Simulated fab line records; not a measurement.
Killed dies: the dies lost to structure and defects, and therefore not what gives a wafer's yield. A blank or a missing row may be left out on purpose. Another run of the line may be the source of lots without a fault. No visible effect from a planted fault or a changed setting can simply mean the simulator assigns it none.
fab line records -- flow nand_harc
record: lots: 5, wafers: 15, last_day: 32
route steps=1302 shown P_M1@296 P_M2@318 END@1302
lots that met no fault: from a run of the same line without faults
start_h: the number of hours between the record's first day and the start of the first shown wafer of the lot -- wait_h: hours since the lot's step before -- " same as the row above -- L1.1+2: one row covering several wafers at once -- - no value, or no start given -- * or withheld: withheld -- < > ~ a bound
route shown NAME@n: a module of which the file shows steps, and the number in the route of the first -- usual: the fault-free wafers' mean and standard deviation -- same: alike in all rows -- chamber/n: place in a boat -- sites: each site's reading -- _std_site: standard deviation across them -- _edge_site: the outer-site mean with the inner-site mean subtracted -- radius_mm: for every site, how far away it sits from the centre of the wafer -- mask NAME#n: copy n -- behind: the tool/chamber that last shaped the wafer -- hold: why the lot was held/for how many hours/how that ended -- device: transistor that didn't switch, given as n, p or np -- end of line: at the end of the route, the tests of the same wafers -- a step with no rows: only its recipe -- killed: dies that structure and defects cost at the first sort, which is not the same as the wafer's yield -- map: dies across one wafer; x = killed, . = not, _ = none there
set.NAME: the run value of the setting; set.NAME@STEP: its run value at that earlier step -- model.NAME: the simulator's own value behind a step, which no gauge read
lots seen at some steps along the route; tables by step, rows by wafer
services: the hour from which a tool's chamber was out of use, counted from the record's first day as start_h (under 0 if before that day), plus the number of hours and why
== steps ==
step: NHARC_P_M1_OVL_MEAS_10
recipe: pitch_nm: 260
usual: overlay_x_nm: -0.2/0.93, overlay_y_nm: -0.3/0.82
lot.wafer,tool,chamber,start_h,wait_h,overlay_x_nm,overlay_y_nm
L201.1,overlay-02,-,142.48,-,0.3,-1.6
L201.3,overlay-02,-,142.48,-,0.3,-1.2
L201.6,overlay-02,-,142.48,-,0.4,-1.4
L204.1,overlay-01,-,178.67,-,-1.1,-0.1
L204.3,overlay-01,-,178.67,-,-1.3,0.0
L204.6,overlay-01,-,178.67,-,-1.0,0.6
L208.1,overlay-02,-,220.15,-,-1.2,-0.5
L208.3,overlay-02,-,220.15,-,-0.7,-1.0
L208.4,overlay-02,-,220.15,-,-0.9,-1.2
L215.1,overlay-01,-,285.89,-,-0.8,-0.7
L215.4,overlay-01,-,285.89,-,-0.7,-1.1
L215.5,overlay-01,-,285.89,-,-1.0,-1.0
L218.1,overlay-02,-,318.09,-,-1.1,-0.4
L218.2,overlay-02,-,318.09,-,-1.2,-0.2
L218.4,overlay-02,-,318.09,-,-0.9,-0.7
step: NHARC_P_M1_INSPECT_11
usual: raw_defect_count: 5/3.2
lot.wafer,tool,chamber,start_h,wait_h,raw_defect_count
L201.1,defect_inspect-02,-,142.52,0.0,6
L201.3,defect_inspect-02,-,142.52,0.0,9
L201.6,defect_inspect-02,-,142.52,0.0,4
L204.1,defect_inspect-02,-,178.70,0.0,2
L204.3,defect_inspect-02,-,178.70,0.0,1
L204.6,defect_inspect-02,-,178.70,0.0,1
L208.1,defect_inspect-01,-,220.18,0.0,3
L208.3,defect_inspect-01,-,220.18,0.0,3
L208.4,defect_inspect-01,-,220.18,0.0,2
L215.1,defect_inspect-02,-,285.93,0.0,13
L215.4,defect_inspect-02,-,285.93,0.0,15
L215.5,defect_inspect-02,-,285.93,0.0,10
L218.1,defect_inspect-01,-,318.13,0.0,2
L218.2,defect_inspect-01,-,318.13,0.0,7
L218.4,defect_inspect-01,-,318.13,0.0,3
step: NHARC_P_M1_DESCUM_14
recipe: time_s: 3, o2_flow_sccm: 200, ar_flow_sccm: 0, bias_power_w: 0, chemistry: O2
step: NHARC_P_M1_ETCH_35
recipe: target_depth_a: 400, overetch_a: 120, time_s: 43.94, ion_energy_ev: 200, n2_flow_sccm: 150, h2_flow_sccm: 150, ar_flow_sccm: 0, rf_w: 400, bias_w: 150, chemistry: N2/H2
step: NHARC_P_M1_ETCH_15
recipe: target_depth_a: 1825, time_s: 91.2, c4f8_flow_sccm: withheld, ar_flow_sccm: 400, rf_w: 600, bias_w: 300, chemistry: C4F8/Ar
step: NHARC_P_M1_CD_MEAS_16
usual: cd_nm: 129.5/0.77
lot.wafer,tool,chamber,start_h,wait_h,cd_nm
L201.1,cd_sem-03,-,142.88,-,130.2
L201.3,cd_sem-03,-,142.88,-,128.2
L201.6,cd_sem-03,-,142.88,-,128.9
L204.1,cd_sem-01,-,179.07,-,130.2
L204.3,cd_sem-01,-,179.07,-,128.2
L204.6,cd_sem-01,-,179.07,-,129.0
L208.1,cd_sem-01,-,220.55,-,130.0
L208.3,cd_sem-01,-,220.55,-,129.7
L208.4,cd_sem-01,-,220.55,-,129.7
L215.1,cd_sem-03,-,286.29,-,129.3
L215.4,cd_sem-03,-,286.29,-,128.8
L215.5,cd_sem-03,-,286.29,-,129.6
L218.1,cd_sem-02,-,318.51,-,130.9
L218.2,cd_sem-02,-,318.51,-,129.8
L218.4,cd_sem-02,-,318.51,-,129.5
step: NHARC_P_M1_STRIP_18
recipe: power_w: 1000, n2_flow_sccm: 150, h2_flow_sccm: 150, ar_flow_sccm: 0, bias_w: 0, chemistry: N2/H2
usual: drypump_motor_current_A: 5.9/0.44, oes_product_au: 1.001/0.0098, rf_vpp_V: 90.3/0.92, showerhead_plenum_p_Torr: 1.98/0.051, throttle_valve_pct: 14.171/0.009
lot.wafer,tool,chamber,start_h,wait_h,drypump_motor_current_A,oes_product_au,rf_hours_counter_h,rf_vpp_V,showerhead_plenum_p_Torr,throttle_valve_pct
L201.3,rie_diel-07,1,143.01,0.1,5.9,1.006,2,88.2,1.98,14.168
L201.1,rie_diel-07,2,143.01,0.1,5.4,1.009,2,88.8,1.95,14.169
L201.6,rie_diel-07,3,143.01,0.1,6.4,0.988,-,90.6,1.98,14.175
L204.3,rie_diel-07,2,179.19,0.1,5.4,1.000,5,89.8,1.95,14.176
L204.1,rie_diel-07,3,179.19,0.1,6.4,0.992,5,90.9,1.98,14.176
L204.6,rie_diel-07,0,179.19,0.1,6.0,0.991,-,90.2,2.07,14.179
L208.4,rie_diel-01,2,220.65,0.1,6.2,0.995,2,92.2,2.02,14.175
L208.1,rie_diel-01,3,220.65,0.1,6.3,1.007,2,90.2,2.03,14.171
L208.3,rie_diel-01,0,220.65,0.1,6.7,0.981,2,87.9,1.93,14.153
L215.1,rie_diel-07,3,286.40,0.1,6.4,1.003,12,91.6,1.98,14.180
L215.4,rie_diel-07,0,286.40,0.1,6.0,0.999,13,90.0,2.07,14.163
L215.5,rie_diel-07,2,286.40,0.1,5.4,0.992,-,90.1,1.95,14.174
L218.1,rie_diel-07,1,318.61,0.1,5.9,1.008,1,89.9,1.97,14.170
L218.4,rie_diel-07,2,318.61,0.1,5.3,1.002,1,89.1,1.94,14.167
L218.2,rie_diel-07,3,318.61,0.1,6.4,1.002,0,92.1,1.98,14.173
step: NHARC_P_M1_ETCH_28
recipe: target_depth_a: 300, over_etch_frac: 0.3, time_s: 72.99, ion_energy_ev: 150, cf4_flow_sccm: 50, n2_flow_sccm: 100, ar_flow_sccm: 150, rf_w: 300, bias_w: 100, chemistry: CF4/N2
step: NHARC_P_M1_STRIP_19
recipe: time_s: 600, temp_c: 30, chemistry: post_etch_residue_remover
step: NHARC_P_M1_DEGAS_29
recipe: temp_c: 250, time_s: 60
step: NHARC_P_M1_PRE_CLEAN_30
recipe: time_s: 30, temp_c: 280, gas: H2/He
step: NHARC_P_M1_PVD_20
recipe: target_thk_a: 50, bias_v: 168.6, power_w: 15000, chamber_pressure_pa: 0.12, time_s: 8.06, substrate_temp_c: 50, material: TaN
usual: throttle_valve_pct: 30.4/1.3
same: time_s: 8.06
lot.wafer,tool,chamber,start_h,wait_h,throttle_valve_pct
L201.1,pvd_sputter-03,-,-,-,31.0
L201.3,pvd_sputter-03,-,-,-,31.3
L201.6,pvd_sputter-03,-,-,-,30.1
L204.1,pvd_sputter-02,-,-,-,28.1
L204.3,pvd_sputter-02,-,-,-,28.0
L204.6,pvd_sputter-02,-,-,-,30.7
L208.4,pvd_sputter-02,-,-,-,30.9
L208.3,pvd_sputter-02,-,-,-,33.1
L208.1,pvd_sputter-02,-,-,-,28.1
L215.1,pvd_sputter-01,-,-,-,30.3
L215.4,pvd_sputter-01,-,-,-,29.2
L215.5,pvd_sputter-01,-,-,-,30.7
L218.1,pvd_sputter-01,-,-,-,30.6
L218.4,pvd_sputter-01,-,-,-,29.3
L218.2,pvd_sputter-01,-,-,-,32.0
step: NHARC_P_M1_PVD_21
recipe: target_thk_a: 300, chamber_pressure_pa: 5, power_w: 5000, substrate_temp_c: 30, time_s: 20.49, material: Cu
usual: throttle_valve_pct: 30.5/1.3
lot.wafer,tool,chamber,start_h,wait_h,throttle_valve_pct
L201.3,pvd_sputter-03,-,143.86,-,31.2
L201.1,pvd_sputter-03,-,143.86,-,31.0
L201.6,pvd_sputter-03,-,143.86,-,30.5
L204.3,pvd_sputter-02,-,180.00,-,28.4
L204.1,pvd_sputter-02,-,180.00,-,33.1
L204.6,pvd_sputter-02,-,180.00,-,33.2
L208.1,pvd_sputter-02,-,221.49,-,33.0
L208.3,pvd_sputter-02,-,221.49,-,27.9
L208.4,pvd_sputter-02,-,221.49,-,28.2
L215.4,pvd_sputter-01,-,287.29,-,30.9
L215.1,pvd_sputter-01,-,287.29,-,29.1
L215.5,pvd_sputter-01,-,287.29,-,28.9
L218.2,pvd_sputter-01,-,319.46,-,29.0
L218.1,pvd_sputter-01,-,319.46,-,30.7
L218.4,pvd_sputter-01,-,319.46,-,29.2
step: NHARC_P_M1_ECD_22
recipe: target_thk_a: 4000, bath_temp_c: 25, material: Cu
step: NHARC_P_M1_ANNEAL_31
recipe: temp_c: 225, time_s: 90
step: NHARC_P_M1_CMP_23
recipe: t_overpolish_s: 20, target_thk_nm: 157.82
step: NHARC_P_M1_SRD_25
step: NHARC_P_M1_INSPECT_27
usual: raw_defect_count: 332/120
lot.wafer,tool,chamber,start_h,wait_h,raw_defect_count
L201.1,defect_inspect-02,-,145.19,0.0,225
L201.3,defect_inspect-02,-,145.19,0.0,508
L201.6,defect_inspect-02,-,145.19,0.0,417
L204.1,defect_inspect-02,-,181.33,0.0,290
L204.3,defect_inspect-02,-,181.33,0.0,376
L204.6,defect_inspect-02,-,181.33,0.0,540
L208.1,defect_inspect-02,-,222.81,0.0,310
L208.3,defect_inspect-02,-,222.81,0.0,315
L208.4,defect_inspect-02,-,222.81,0.0,214
L215.1,defect_inspect-02,-,288.60,0.0,429
L215.4,defect_inspect-02,-,288.60,0.0,364
L215.5,defect_inspect-02,-,288.60,0.0,510
L218.1,defect_inspect-01,-,320.80,0.0,455
L218.2,defect_inspect-01,-,320.80,0.0,322
L218.4,defect_inspect-01,-,320.80,0.0,301
step: NHARC_P_M1_PRE_CLEAN_32
recipe: time_s: 12, temp_c: 370, rf_power_w: 300, gas: NH3
usual: heater_power_w: 677/65
same: time_s: 12
lot.wafer,tool,chamber,start_h,wait_h,heater_power_w
L201.1,pecvd-01,1,145.27,0.1,554
L201.3,pecvd-01,2,145.27,0.1,605
L201.6,pecvd-01,0,145.27,0.1,696
L204.1,pecvd-02,2,181.39,0.1,690
L204.3,pecvd-02,2,181.39,0.1,699
L204.6,pecvd-02,1,181.39,0.1,612
L208.1,pecvd-04,0,222.90,0.1,687
L208.3,pecvd-04,1,222.90,0.1,684
L208.4,pecvd-04,0,222.90,0.1,690
L215.1,pecvd-02,1,288.67,0.1,615
L215.5,pecvd-02,1,288.67,0.1,627
L215.4,pecvd-02,0,288.67,0.1,720
L218.1,pecvd-02,1,320.87,0.1,619
L218.2,pecvd-02,2,320.87,0.1,632
L218.4,pecvd-02,0,320.87,0.1,751
step: NHARC_P_M1_DEP_33
recipe: target_thk_a: 300, temp_c: 370, target_thk_nm: 30, pressure_torr: 3, flow_sccm: 200, rf_w: 450, material: SiCN
usual: heater_power_w: 637/70
lot.wafer,tool,chamber,start_h,wait_h,heater_power_w
L201.1,pecvd-01,1,145.38,0.1,477
L201.3,pecvd-01,2,145.38,0.1,674
L201.6,pecvd-01,0,145.38,0.1,658
L204.1,pecvd-02,2,181.51,0.1,646
L204.3,pecvd-02,2,181.51,0.1,653
L204.6,pecvd-02,1,181.51,0.1,600
L208.1,pecvd-04,0,223.06,0.1,647
L208.3,pecvd-04,1,223.06,0.1,660
L208.4,pecvd-04,0,223.06,0.1,659
L215.1,pecvd-02,1,288.75,0.1,662
L215.5,pecvd-02,1,288.75,0.1,640
L215.4,pecvd-02,0,288.75,0.1,684
L218.1,pecvd-02,1,320.95,0.1,608
L218.2,pecvd-02,2,320.95,0.1,728
L218.4,pecvd-02,0,320.95,0.1,772
step: NHARC_P_M2_DEP_00
recipe: target_thk_a: 1825, target_thk_nm: 182.5, temp_c: withheld, pressure_torr: 5, flow_sccm: 200, rf_w: 600, material: SiOC
step: NHARC_P_M2_DEHYDRATE_01
recipe: temp_c: 150, time_s: 120
step: NHARC_P_M2_HMDS_02
recipe: time_s: 30
step: NHARC_P_M2_COAT_34
recipe: temp_c: 200, time_s: 65
step: NHARC_P_M2_COAT_03
recipe: spin_rpm: 1500, resist_thk_nm: 90
step: NHARC_P_M2_SOFTBAKE_04
recipe: temp_c: 105, time_s: 55
step: NHARC_P_M2_EBR_05
step: NHARC_P_M2_EXPOSE_06
recipe: na: 1.35, target_cd_nm: 170, dose_mj: 80.78, mask_id: P_M2
step: NHARC_P_M2_PEB_07
recipe: peb_temp_c: 100, peb_time_s: 65
step: NHARC_P_M2_DEVELOP_08
recipe: develop_time_s: 35, dev_temp_c: 23
step: NHARC_P_M2_CD_MEAS_09
recipe: target_cd_nm: 170, landing_energy_ev: 500
usual: cd_nm: 170.2/0.69
lot.wafer,tool,chamber,start_h,wait_h,cd_nm
L201.1,cd_sem-03,0,146.58,-,169.9
L201.3,cd_sem-03,0,146.58,-,170.1
L201.6,cd_sem-03,0,146.58,-,170.5
L204.1,cd_sem-02,0,182.88,-,169.7
L204.3,cd_sem-02,0,182.88,-,170.7
L204.6,cd_sem-02,0,182.88,-,169.4
L208.1,cd_sem-02,0,224.49,-,169.7
L208.3,cd_sem-02,0,224.49,-,169.7
L208.4,cd_sem-02,0,224.49,-,168.5
L215.1,cd_sem-01,0,289.98,-,169.5
L215.4,cd_sem-01,0,289.98,-,169.0
L215.5,cd_sem-01,0,289.98,-,168.8
L218.2,cd_sem-01,0,322.34,-,170.7
L218.4,cd_sem-01,0,322.34,-,171.0
step: NHARC_P_M2_OVL_MEAS_10
recipe: pitch_nm: 340
usual: overlay_x_nm: 0.3/1, overlay_y_nm: 0.1/1
lot.wafer,tool,chamber,start_h,wait_h,overlay_x_nm,overlay_y_nm
L201.1,overlay-02,-,146.66,-,0.4,-0.1
L201.3,overlay-02,-,146.66,-,0.2,-1.1
L201.6,overlay-02,-,146.66,-,0.1,-0.9
L204.1,overlay-01,-,182.97,-,0.1,-1.5
L204.3,overlay-01,-,182.97,-,0.3,-0.9
L204.6,overlay-01,-,182.97,-,-0.1,-1.0
L208.1,overlay-02,-,224.58,-,-1.0,1.3
L208.3,overlay-02,-,224.58,-,-0.9,1.3
L208.4,overlay-02,-,224.58,-,-0.8,1.5
L215.1,overlay-02,-,290.07,-,0.4,1.0
L215.4,overlay-02,-,290.07,-,0.2,0.3
L215.5,overlay-02,-,290.07,-,0.2,1.5
L218.2,overlay-02,-,322.43,-,1.9,0.8
L218.4,overlay-02,-,322.43,-,2.2,1.6
step: NHARC_P_M2_INSPECT_11
usual: raw_defect_count: 5/3.4
lot.wafer,tool,chamber,start_h,wait_h,raw_defect_count
L201.1,defect_inspect-01,-,146.70,0.0,5
L201.3,defect_inspect-01,-,146.70,0.0,10
L201.6,defect_inspect-01,-,146.70,0.0,5
L204.1,defect_inspect-02,-,183.01,0.0,2
L204.3,defect_inspect-02,-,183.01,0.0,4
L204.6,defect_inspect-02,-,183.01,0.0,5
L208.1,defect_inspect-01,-,224.61,0.0,3
L208.3,defect_inspect-01,-,224.61,0.0,3
L208.4,defect_inspect-01,-,224.61,0.0,4
L215.1,defect_inspect-01,-,290.11,0.0,11
L215.4,defect_inspect-01,-,290.11,0.0,14
L215.5,defect_inspect-01,-,290.11,0.0,11
L218.2,defect_inspect-02,-,322.46,0.0,7
L218.4,defect_inspect-02,-,322.46,0.0,5
step: NHARC_P_M2_DESCUM_14
recipe: time_s: 3, o2_flow_sccm: 200, ar_flow_sccm: 0, bias_power_w: 0, chemistry: O2
step: NHARC_P_M2_ETCH_35
recipe: target_depth_a: 400, overetch_a: 120, time_s: 43.94, ion_energy_ev: 200, n2_flow_sccm: 150, h2_flow_sccm: 150, ar_flow_sccm: 0, rf_w: 400, bias_w: 150, chemistry: N2/H2
usual: drypump_motor_current_A: 5.5/0.31, oes_product_au: 0.994/0.0085, rf_vpp_V: 432.6/2.5, showerhead_plenum_p_Torr: 2.12/0.082, throttle_valve_pct: 14.169/0.0099
same: time_s: 43.94
lot.wafer,tool,chamber,start_h,wait_h,drypump_motor_current_A,oes_product_au,rf_hours_counter_h,rf_vpp_V,showerhead_plenum_p_Torr,throttle_valve_pct
L201.1,rie_diel-03,0,146.85,0.1,5.3,0.983,2.2,426.4,1.89,14.184
L201.3,rie_diel-03,3,146.85,0.1,5.8,0.998,1.8,426.0,1.90,14.161
L201.6,rie_diel-03,1,146.85,0.1,6.1,0.996,-,434.1,2.13,14.174
L204.1,rie_diel-02,1,183.16,0.1,5.2,1.000,6.2,434.0,2.13,14.168
L204.3,rie_diel-02,3,183.16,0.1,5.8,0.998,6.4,434.3,2.21,14.175
L204.6,rie_diel-02,2,183.16,0.1,5.7,1.002,-,433.5,2.17,14.171
L208.1,rie_diel-06,1,224.77,0.1,5.5,0.988,7.4,433.8,2.14,14.172
L208.3,rie_diel-06,2,224.77,0.1,5.9,1.006,6.2,429.0,2.02,14.177
L208.4,rie_diel-06,3,224.77,0.1,5.3,0.999,6.3,432.0,2.11,14.161
L215.4,rie_diel-02,0,290.26,0.1,5.1,1.006,2.2,434.1,2.15,14.170
L215.1,rie_diel-02,1,290.26,0.1,5.2,0.991,2.2,431.3,2.13,14.152
L215.5,rie_diel-02,3,290.26,0.1,5.8,0.994,-,434.8,2.20,14.158
L218.2,rie_diel-02,3,322.61,0.1,5.8,0.995,4.9,434.7,2.20,14.176
L218.4,rie_diel-02,1,322.61,0.1,5.2,0.982,5.1,434.0,2.13,14.155
step: NHARC_P_M2_ETCH_15
recipe: target_depth_a: 1825, time_s: 91.2, c4f8_flow_sccm: withheld, ar_flow_sccm: 400, rf_w: 600, bias_w: 300, chemistry: C4F8/Ar
step: NHARC_P_M2_CD_MEAS_16
usual: cd_nm: 170.1/0.89
lot.wafer,tool,chamber,start_h,wait_h,cd_nm
L201.1,cd_sem-02,-,147.07,-,170.4
L201.3,cd_sem-02,-,147.07,-,169.3
L201.6,cd_sem-02,-,147.07,-,171.2
L204.1,cd_sem-02,-,183.37,-,170.1
L204.3,cd_sem-02,-,183.37,-,170.1
L204.6,cd_sem-02,-,183.37,-,169.7
L208.1,cd_sem-03,-,224.98,-,170.2
L208.3,cd_sem-03,-,224.98,-,169.0
L208.4,cd_sem-03,-,224.98,-,168.8
L215.1,cd_sem-01,-,290.48,-,169.7
L215.4,cd_sem-01,-,290.48,-,168.8
L215.5,cd_sem-01,-,290.48,-,168.9
L218.2,cd_sem-01,-,322.83,-,170.9
L218.4,cd_sem-01,-,322.83,-,170.3
step: NHARC_P_M2_STRIP_18
recipe: power_w: 1000, n2_flow_sccm: 150, h2_flow_sccm: 150, ar_flow_sccm: 0, bias_w: 0, chemistry: N2/H2
step: NHARC_P_M2_ETCH_28
recipe: target_depth_a: 300, over_etch_frac: 0.3, time_s: 72.99, ion_energy_ev: 150, cf4_flow_sccm: 50, n2_flow_sccm: 100, ar_flow_sccm: 150, rf_w: 300, bias_w: 100, chemistry: CF4/N2
step: NHARC_P_M2_STRIP_19
recipe: time_s: 600, temp_c: 30, chemistry: post_etch_residue_remover
step: NHARC_END_SORT_01
recipe: temp_c: 25
usual: defect_limited_yield: 90/3.4, killed_at_array: 62/22, killed_at_other: 1.0/1.4, killed_at_periphery: 4.2/2.8, killed_dies: 67/23, killed_open: 3.1/1.7, killed_short: 2.1/1.5
same: gross_dies: 677
lot.wafer,tool,chamber,start_h,wait_h,defect_limited_yield[%],killed_at_array,killed_at_other,killed_at_periphery,killed_dies,killed_open,killed_short
L208.4,prober-01,0,656.30,3.4,94,35,2,2,39,1,1
L218.1,prober-02,0,773.93,2.5,1,52,1,620,673,4,4
killed by level:class
L208.4 A_CHANNEL_HOLE_D2:chamber_film_flake=14 A_SGD_CUT:chamber_film_flake=8 A_CHANNEL_HOLE_D1:chamber_film_flake=5 A_SLIT:chamber_film_flake=4 THIN_TSV:chamber_film_flake=2 A_CHANNEL_FILL_D1:geometric_particle:open=1 A_WL_FILL:geometric_particle:short=1 P_ZERO_WELL:chamber_film_flake=1
L218.1 P_M1:area_pvd=617 A_CHANNEL_HOLE_D2:chamber_film_flake=19 A_CHANNEL_HOLE_D1:chamber_film_flake=12 A_SLIT:chamber_film_flake=8 A_ZERO_WELL:chamber_film_flake=2 A_CHANNEL_FILL_D1:chamber_film_flake=2 A_DECK1_JOINT:chamber_film_flake=2 P_CONTACT:geometric_particle:open=1
map L218.1 (x killed, . not)
____________x____________
_________xxxxxxx_________
_______xxxxxxxxxxx_______
______xxxxxxxxxxxxx______
_____xxxxxxxxxxxxxxx_____
____xxxxxxxxxxxxxxxxx____
____xxxxxxxxxxxxxxxxx____
___xxxxxxxxxxxxxxxxxxx___
___xxxxxxxxxxxxxxxxxxx___
__xxxxxxxxxxxxxxxxxxxxx__
__xxxxxxxxxxxxxxxxxxxxx__
_xxxxxxxxxxxxxxxxxxxxxxx_
_xxxxxxxxxxxxxxxxxxxxxxx_
_xxxxxxxxxxxxxxxxxxxxxxx_
_xxxxxxxxxxxxxxxxxxxxxxx_
_xxxxxxxxxxxxxxxxxxxxxxx_
xxxxxxxxxxxxxxxxxxxxxxxx.
xxxxxxxxxxxxxxxxxxxxxxxxx
xxxxxxxxxxxxxxxxxxxxxxxxx
xxxxxxxxxxxxxxxxxxxxxxxxx
xxxxxxxxxxxxxxxxxxxxxxxxx
_xxxxxxxxxxxxxxxxxxxxxxx_
_xxxxxxxxxxxxxxxxxxxxxxx_
_xxxxxxxxxxxxxxxxxxxxxxx_
_xxxxxxxxx.xxxxxxxxxxxxx_
_xxxxxxxxxxxxxxxxxxxxxxx_
__xxxxxxxxxxx.xxxxxxxxx__
__xxxxxxxxxxxxxxxxxxxxx__
___xxxxxxxxx.xxxxxxxxx___
___xxxxxxxxxxxxxxxxxxx___
____xxxxxxxxxxxxxxxxx____
____xxxxxxxxxxxxxxxxx____
_____xxxxxxxxxxxxxxx_____
______xxxxxxxxxxxxx______
_______xxxxxxxxxxx_______
_________xxxxxxx_________
____________x____________
map L215.1 (x killed, . not)
____________.____________
_________......._________
_______....x......_______
______.............______
_____...x..xx......._____
____....x............____
____..............xx.____
___........x......x.x.___
___....x.....x........___
__..................xx.__
__.x..............xxx..__
_x................x.x.xx_
_..........x.......xxxxx_
_.................x..xx._
_............x......x.x._
_x..x.x...........xxx.xx_
....................xxxx.
....................x.x..
.........................
..x..x...................
....................x....
_......................._
_......................._
_......................._
_......x........x......._
_......x......x.....x..._
__.....................__
__.............x....x..__
___...................___
___...............x...___
____.................____
____.................____
_____..............._____
______.............______
_______..........._______
_________......._________
____________.____________
== services ==
tool,chamber,start_h,hours,kind
pvd_sputter-01,-,122.92,8.7,repair
pecvd-01,-,130.34,13.0,pm
pecvd-02,0,153.90,4.2,repair
pvd_sputter-03,-,168.65,0.8,repair
pecvd-01,-,169.81,0.5,repair
rie_diel-02,-,169.92,1.4,repair
pvd_sputter-03,-,170.06,10.0,pm
pecvd-02,0,177.96,21.5,repair
rie_diel-02,-,190.05,2.5,repair
pecvd-02,2,190.80,22.0,repair
rie_diel-07,3,191.34,11.0,repair
pecvd-01,-,213.21,1.0,repair
rie_diel-02,-,216.76,9.0,pm
pvd_sputter-01,-,226.00,10.0,pm
pecvd-02,-,227.35,13.0,pm
pvd_sputter-01,-,244.15,6.5,repair
rie_diel-07,1,246.76,2.4,repair
rie_diel-02,2,260.50,6.4,repair
pecvd-04,-,269.13,13.0,pm
pvd_sputter-02,-,282.05,10.0,pm
pvd_sputter-03,-,286.18,9.4,repair
rie_diel-07,-,294.41,9.0,pm
rie_diel-02,2,296.36,5.6,repair
rie_diel-02,2,315.58,5.4,repair
== key ==
first_sign: step: NHARC_END_SORT_01, reading: killed_at_periphery, direction: up, sigmas: 99+, usual: 4.2, struck: 620
effect: step: NHARC_END_SORT_01, reading: defect_limited_yield, direction: down, sigmas: 26, usual: 90, struck: 1
more_kills_born_at: NHARC_P_M1_PVD_21@pvd_sputter-01: 617
met_at NHARC_P_M1_PVD_21
struck_wafers L218.1
later_rows_left_out L218.1
onset_between 287.29 319.46
fault: kind: process_parameter_drift, tool: pvd_sputter-01, chamber: -, onset_h: 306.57, steps: NHARC_P_M1_PVD_21, channel: target_thk_a, offset: *, shape: step, end_h: 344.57, acts_in: *, stated: *, scope: struck_wafers_only
later_rows_left_out: the simulator's readings of these wafers behind a module that went badly wrong aren't trusted and aren't shown, but for the sort
